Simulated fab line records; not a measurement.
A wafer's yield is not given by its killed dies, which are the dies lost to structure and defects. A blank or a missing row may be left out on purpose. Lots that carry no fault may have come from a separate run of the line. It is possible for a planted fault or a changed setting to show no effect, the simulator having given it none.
A single fault, viewed from 2 desks || flow n5-finfet || numbers are kept per desk, each desk with only its own; the story behind them comes last

FOR THE TOOL OWNER'S DESK: implanter-02
N5_WELL_APT_IMPLANT_14, tool's own readings: per-lot mean of the sampled wafers with a number, covering each lot this tool ran. If a lot's mean is further than 4 standard deviations from the usual mean, the lot is out of limits and carries the mark OUT (the distance appears in the brackets).
Columns: A = beam-on-s at N5_WELL_APT_IMPLANT_14, usual 9.99 s; B = dose-ions-cm2 at N5_WELL_APT_IMPLANT_14, usual 1.5002e+13; C = end-station-pressure-torr at N5_WELL_APT_IMPLANT_14, usual 5.19e-06 Torr; D = faraday-current-uA at N5_WELL_APT_IMPLANT_14, usual 190
{"lot": "L555", "first seen here": "day 2 01:46", "A": 10.00, "B": 1.5012e+13, "C": 5.36e-06, "D": 191}
{"lot": "L561", "first seen here": "day 3 13:48", "A": 9.84, "B": "1.9804e+13 (+99 or more) OUT", "C": 5.15e-06, "D": "255 (+19) OUT"}
{"lot": "L564", "first seen here": "day 4 08:10", "A": 10.01, "B": "1.9794e+13 (+99 or more) OUT", "C": 5.15e-06, "D": "250 (+17) OUT"}
{"lot": "L565", "first seen here": "day 4 13:59", "A": 10.08, "B": "1.9796e+13 (+99 or more) OUT", "C": 5.43e-06, "D": "249 (+17) OUT"}
{"lot": "L575", "first seen here": "day 7 02:07", "A": 9.91, "B": 1.4988e+13, "C": 5.14e-06, "D": 191}
This desk finds L561, L564, L565 out of limits, L561 being first, at day 3 13:48 (dose-ions-cm2 at N5_WELL_APT_IMPLANT_14). Within limits: L555, L575.

AT THE METROLOGY DESK
Means of the sampled wafers that have a number, per lot and without regard to the tool the lot ran on: this is what the gauges read. If a lot's mean is further than 4 standard deviations from the usual mean, the lot is out of limits and carries the mark OUT (the distance appears in the brackets). Of its 12 readings 7 are shown: the one that was out of limits first, and those that lie furthest out on some lot.
Columns: A = NWELL_OVL at N5_WELL_APT_OVL_MEAS_09, usual 2 nm; B = IOFF_N at N5_BEOL_M4_RC_MEAS_101, usual 0.163 nA/um; C = IOFF_P at N5_BEOL_M4_RC_MEAS_101, usual 0.22 nA/um; D = ION_P at N5_BEOL_M4_RC_MEAS_101, usual 462 uA/um; E = RS_NWELL at N5_BEOL_M4_RC_MEAS_101, usual 1037 ohm/sq; F = SS_P at N5_BEOL_M4_RC_MEAS_101, usual 73.4 mV/dec; G = VT_P at N5_BEOL_M4_RC_MEAS_101, usual -250 mV
{"lot": "L554", "first seen here": "day 1 19:43", "A": 3, "B": 0.163, "C": 0.23, "D": 462, "E": 1041, "F": 73.9, "G": -247}
{"lot": "L555", "first seen here": "day 2 01:35", "A": 11, "B": 0.173, "C": 0.27, "D": 479, "E": 1042, "F": 73.6, "G": -245}
{"lot": "L561", "first seen here": "day 3 13:39", "A": 0, "B": 0.179, "C": 0.26, "D": 469, "E": "889 (-22) OUT", "F": 73.9, "G": -246}
{"lot": "L564", "first seen here": "day 4 07:53", "A": -2, "B": 0.173, "C": 0.21, "D": 455, "E": "892 (-22) OUT", "F": 73.7, "G": -252}
{"lot": "L565", "first seen here": "day 4 13:44", "A": 9, "B": 0.163, "C": 0.23, "D": 460, "E": "893 (-22) OUT", "F": 73.3, "G": -251}
{"lot": "L566", "first seen here": "day 4 19:38", "A": 7, "B": 0.168, "C": 0.20, "D": 452, "E": 1036, "F": 73.8, "G": -253}
{"lot": "L573", "first seen here": "day 6 13:43", "A": -4, "B": 0.154, "C": 0.19, "D": 453, "E": 1044, "F": 73.9, "G": -255}
{"lot": "L575", "first seen here": "day 7 01:58", "A": -3, "B": 0.142, "C": 0.19, "D": 458, "E": 1039, "F": 73.1, "G": -250}
{"lot": "L576", "first seen here": "day 7 07:43", "A": 2, "B": 0.193, "C": 0.26, "D": 462, "E": 1036, "F": 74.2, "G": -246}
This desk's result: L561, L564, L565 out of limits, first on L561 (RS_NWELL at N5_BEOL_M4_RC_MEAS_101), day 9 21:07. Within limits: L554, L555, L566, L573, L575, L576.

BROUGHT TOGETHER
The tool owner's desk could have raised an alarm at day 3 13:48, on L561, L564, L565.
On L561, L564, L565, the metrology desk was in a position to raise an alarm at day 9 21:07.
Of the lots named, all ran N5_WELL_APT_IMPLANT_14 on implanter-02.

WHAT HAD BEEN PUT IN BY THE SIMULATOR
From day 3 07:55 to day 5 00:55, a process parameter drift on implanter-02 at N5_WELL_APT_IMPLANT_14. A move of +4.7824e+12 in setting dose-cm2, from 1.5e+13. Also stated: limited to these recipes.
Struck lots among those shown: L561, L564, L565.
Time in hours from fault onset to the first out-of-limits reading at each desk: tool owner's desk 6, metrology desk 157.
